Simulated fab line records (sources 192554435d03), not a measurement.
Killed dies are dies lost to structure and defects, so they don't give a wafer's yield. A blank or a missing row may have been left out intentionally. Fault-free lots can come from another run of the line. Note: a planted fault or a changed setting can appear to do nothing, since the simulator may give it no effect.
Split-lot experiment ; flow n5Finfet ; 21 wafers read across 7 lots, on a route 1938 steps long

## SPLIT DETAILS
At N5_GATE_CUT_COAT_27 (time 60 s, resist thk 10 nm), the setting spinRpm was moved away from the recipe's 1500 rpm on 5 of the 21 wafers read, by -10.1% to +6.5%. The other wafers ran this setting at the recipe's value.

## FROM THE SPLIT TO THE READING: what the file shows between them, 3 steps
- N5_GATE_CUT_COAT_07: resist thk 30 nm
- N5_GATE_CUT_EBR_09
- N5_GATE_CUT_DESCUM_18: chemistry O2, time 7 s

## THE READING
etch.depthNm (the simulator's own value, which no gauge read), in nm, at N5_GATE_CUT_ETCH_28 (etches underlayer in N2/H2, target depth 13 nm, time 10.4 s). The file does not state a usual value for it. Here, 16 wafers ran the recipe; their average is 10.018 nm with a standard deviation of 0.028 nm.

wafer;tool, chamber at the split;spinRpm as run, rpm;against the recipe;etch.depthNm, nm;against lot-mates on the recipe
L075.1;lithoTrack-03, 0;1545;+3.0%;9.863;-0.182
L075.2;lithoTrack-03, 0;1500;recipe;10.07;-
L075.6;lithoTrack-03, 0;1500;recipe;10.02;-
L077.2;lithoTrack-03, 0;1500;recipe;10.01;-
L077.5;lithoTrack-03, 0;1500;recipe;10.01;-
L077.6;lithoTrack-03, 0;1500;recipe;9.973;-
L081.1;lithoTrack-03, 0;1500;recipe;10.07;-
L081.6;lithoTrack-03, 0;1500;recipe;10.07;-
L081.3;lithoTrack-03, 0;1550;+3.3%;9.897;-0.173
L083.3;lithoTrack-05, 0;1500;recipe;9.991;-
L083.4;lithoTrack-05, 0;1500;recipe;10.01;-
L083.5;lithoTrack-05, 0;1500;recipe;9.998;-
L084.1;lithoTrack-04, 0;1500;recipe;10.01;-
L084.5;lithoTrack-04, 0;1500;recipe;10.03;-
L084.6;lithoTrack-04, 0;1348;-10.1%;10.56;+0.540
L095.1;lithoTrack-05, 0;1500;recipe;10.01;-
L095.2;lithoTrack-05, 0;1500;recipe;10.03;-
L095.3;lithoTrack-05, 0;1500;recipe;10;-
L096.1;lithoTrack-04, 0;1597;+6.5%;9.694;-0.300
L096.4;lithoTrack-04, 0;1597;+6.5%;9.685;-0.309
L096.6;lithoTrack-04, 0;1500;recipe;9.994;-

THE FIT
A straight line over all 21 wafers: etch.depthNm changes by -0.0516 nm for each +1% of spinRpm; r = -0.99; the points scatter about the line by 0.029 nm.
The same after taking each lot's own level away (the mean of its wafers on the recipe; 21 wafers): -0.0511 nm for each +1%; r = -0.99; scatter 0.017 nm.
According to that fit, moving spinRpm by its largest amount changes the reading by 0.52 nm.
Across the lots, their own levels run from 9.9940 to 10.0700 nm, a range of 2.7 times the standard deviation given above.
The two slopes agree, so the slope changes little with the lot-to-lot level.
Check: +0.49 nm against its lot-mates is what the line predicts for one of the wafers moved furthest among these (-10.1%) when that wafer is left out of the fit. It came out at +0.54 nm against them.

## OTHER SPLITS APPLIED TO THESE WAFERS
Before the reading, these wafers also passed through other splits. Each is held against what the fit with the lots' levels taken away leaves over:
other split on the same wafers;wafers away from the commonest value;r with etch.depthNm (lot level and that fit taken away)
N5_SD_EPI_N_PEB_07 pebTempC;5;-0.17
N5_SD_EPI_P_PEB_07 pebTimeS;12;-0.10
N5_SD_EPI_P_ETCH_36 biasW;5;+0.21
N5_SDB_ETCH_18 sourceW;7;+0.02
N5_HKMG_FIN_ETCH_31 biasW;5;-0.24
N5_HKMG_FIN_ETCH_35 biasW;8;+0.33
N5_GATE_CUT_ETCH_58 biasW;3;+0.20

## THE WHOLE CHAIN: every reading that the file lists as answering this split, in the file's order
step;what it does;reading;change (the file's fit);r (the file's)
N5_GATE_CUT_COAT_27;time 60 s, resist thk 10 nm;underlayer_of_GATE_CUT_COAT_27.thkNm (the simulator's own value, which no gauge read);-0.0603 nm for each +1% of the setting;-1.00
N5_GATE_CUT_ETCH_28;etches underlayer in N2/H2, target depth 13 nm, time 10.4 s;etch.depthNm (the simulator's own value, which no gauge read);-0.0519 nm for each +1% of the setting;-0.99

## FILE'S OWN FIT
etch.depthNm changes by -0.0519 nm for each +1% of spinRpm, r = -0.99.
